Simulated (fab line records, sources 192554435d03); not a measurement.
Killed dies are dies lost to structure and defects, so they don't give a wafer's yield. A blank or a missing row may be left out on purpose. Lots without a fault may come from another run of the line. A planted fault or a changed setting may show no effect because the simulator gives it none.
A struck lot beside a sound one | flow n5_finfet | 34 steps out of a route of 1938
Sound: wafers L192.2, L192.5, L192.6. Struck: wafer L199.5. (L199.1, L199.6 of the same lot were not struck and are left out.) The cause comes at the end.
At each step with rows: each side's tool, then ch and its chambers, then its first start. Under that, the readings that differ: sound wafers | struck wafers | difference of the means | sigmas: that difference in standard deviations of wafers without a fault.
alike: readings whose means differ by less than 2 such deviations, and words and numbers that are the same on both sides. not compared: withheld readings, readings that some wafer has no value for, bounds like >300 that may hide the same value, and numbers for which the record gives no deviation and whose values overlap.
The two part at a step that has a row with sigmas, a row that says differs or no value, or rows on one side only. Numbers that don't overlap but have no deviation are shown without sigmas and don't part them. A reading that every wafer of one side lacks parts them only if that side has two wafers or more.

first, 9 steps without rows for these wafers: N5_BEOL_M8_DESCUM_33 (chemistry O2, time 7 s); N5_BEOL_M8_ETCH_72 (etches underlayer in N2/H2, target depth 6.5 nm, time 5.2 s); N5_BEOL_M8_ETCH_65 (etches SiARC in CF4, target depth 15.6 nm, time 26 s); N5_BEOL_M8_ETCH_66 (etches SOC in N2/H2, target depth 80 nm, overetch 16 nm, time 120 s); N5_BEOL_M8_STRIP_69 (strips in N2/H2); N5_BEOL_M8_STRIP_73 (strips in N2/H2); N5_BEOL_M8_VIA_ETCH_34 (etches SiCOH lowk in C4F6/O2, target depth 125.5 nm, time 50.5 s); N5_BEOL_M8_STRIP_76 (strips in C4F6/O2); N5_BEOL_M8_STRIP_36 (strips in N2/H2).
N5_BEOL_M8_TRENCH_ETCH_37: etches SiCOH lowk in C4F6/O2, target depth 93.478 nm, time 31.2 s.
  sound on rie_diel-03 ch 0,2,3, day 13 07:15; struck on rie_diel-04 ch 2, day 14 08:45
  alike: drypump_motor_current_A, oes_product_au, rf_vpp_V, showerhead_plenum_p_Torr, throttle_valve_pct
  not compared: rf_hours_counter_h
then, 23 steps without rows for these wafers: N5_BEOL_M8_ETCH_41 (etches SiCN in CH3F/O2, target depth 31.9 nm, time 57.8 s); N5_BEOL_M8_STRIP_80 (strips in N2/H2, time 10 s); N5_BEOL_M8_HM_STRIP_39 (strips TiN in peroxide tin strip, target depth 25 nm, time 158 s); N5_BEOL_M8_SRD_40 (time 30 s); N5_BEOL_M8_PRECLEAN_42 (cleans in residue remover, time 60 s); N5_BEOL_M8_SRD_43 (time 30 s); N5_BEOL_M8_CURE_75 (cures SiCOH lowk, time 120 s); N5_BEOL_M8_DEGAS_44 (time 60 s); N5_BEOL_M8_PRE_CLEAN_45 (time 30 s); N5_BEOL_M8_ALD_77 (deposits TaN, target thk 2 nm, pulse time 2 s, purge time 3 s); N5_BEOL_M8_SURFACE_TREAT_79; N5_BEOL_M8_CVD_78 (deposits Co from CCTBA/H2, target thk 2 nm, time 142.3 s); N5_BEOL_M8_SPUTTER_48 (material Cu, target thk 10 nm, time 1.667 s); N5_BEOL_M8_ECD_50 (material Cu, target thk 300 nm); N5_BEOL_M8_ANNEAL_51 (time 90 s); N5_BEOL_M8_CMP_52 (polishes, stops on SiCOH lowk, t overpolish 6.9 s, target thk 80 nm); N5_BEOL_M8_PRE_CLEAN_55 (time 15 s); N5_BEOL_M8_DEP_56 (deposits SiCN from 3MS/NH3, target thk 10 nm, time 17.5 s); N5_BEOL_M9_ILD_DEP_00 (deposits SiCOH lowk from DEMS/porogen, target thk 308.51 nm, time 58 s); N5_BEOL_M9_CURE_71 (cures SiCOH lowk, time 240 s); N5_BEOL_M9_PECVD_70 (deposits SiO2 from TEOS/O2, target thk 20 nm, time 22.7 s); N5_BEOL_M9_HM_DEP_02 (deposits TiN, target thk 20 nm); N5_BEOL_M9_COAT_59 (time 60 s, resist thk 100 nm).
-- the record jumps here: 3 days lie between the struck wafers' starts before and after (it left off in module BEOL_M9 and takes up again in module PASSIVATION, whose first step shown is number 1936 of the route) --
N5_PASSIVATION_PROBE_49:
  sound on prober-02, day 16 10:38; struck on prober-01, day 17 15:04
  reading                  | sound          | struck | difference | sigmas
  defect_limited_yield (%) | 91.4 90.3 92.1 | 84.9   | -6.4       | -5
  killed_at_M4_up          | 12 15 6        | 82     | +71        | +15
  killed_dies              | 101 114 93     | 178    | +75        | +4
  killed_on_rim            | 16 16 16       | 34     | +18        | +4
  sort_bin_5_function (%)  | 5.6 6.0 4.9    | 9.3    | +3.8       | +4
  sort_n_pass              | 1079 1066 1087 | 1002   | -75        | -3
  sort_yield_pct (%)       | 91.4 90.3 92.1 | 84.9   | -6.4       | -3
  alike: killed_at_M0_to_M3, killed_at_contacts, killed_at_front_end, killed_at_other, killed_open, killed_short, sort_bin_4_leakage, sort_bin_6_memory

WHERE THEY PART
Only at N5_PASSIVATION_PROBE_49, within this record.

WHY: what the simulator had put in
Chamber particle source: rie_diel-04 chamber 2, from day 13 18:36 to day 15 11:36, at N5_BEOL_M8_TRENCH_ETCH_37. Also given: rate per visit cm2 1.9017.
